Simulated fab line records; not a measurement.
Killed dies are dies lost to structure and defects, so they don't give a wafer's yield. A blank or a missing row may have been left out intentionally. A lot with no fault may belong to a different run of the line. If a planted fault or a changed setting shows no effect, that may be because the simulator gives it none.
Matching of chambers -- flow nandHarc -- NHARC_P_M2_ETCH_35 on rieDiel-04 has 4 sister chambers
The step etches the open film in N2/H2, target depth 40 nm, overetch 12 nm, time 43.94 s. 4 wafers are shown with their chamber, then 7 later ones without.

## WAFERS PAIRED WITH THEIR CHAMBERS
wafer,chamber,drypumpMotorCurrentA (A)
L079.6,2,6.5
L085.1,1,5.7
L086.3,0,5.7
L086.5,3,5.3

## WAFERS WHOSE CHAMBER IS MISSING
wafer,drypumpMotorCurrentA (A)
L086.6,6.6
L090.1,6.6
L090.4,5.7
L090.6,5.3
L093.1,6.6
L093.4,5.7
L093.5,5.3

## CHAMBER TAKEN BY EACH
wafer,from the rows above,in truth
L086.6,2,2
L090.1,2,2
L090.4,can't be placed: 0 or 1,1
L090.6,3,3
L093.1,2,2
L093.4,can't be placed: 0 or 1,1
L093.5,3,3
Correct placement for 5 of the 7. From these rows, 2 cannot be placed; in 2 the true chamber is one of the candidates. 0 placed wrongly.
How it was worked out, from the rows above alone: a wafer's distance from a chamber is the root of the sum, over the readings, of the square of ((its reading less the chamber's mean) divided by the reading's scatter). The wafer belongs to the nearest chamber; if the next one is less than 2 further off, it can't be placed. Each chamber's mean is taken over the wafers shown for it. The scatter (one wafer shown for each chamber): square how far every hidden wafer sits from the nearest shown wafer, average those squares and take the square root.
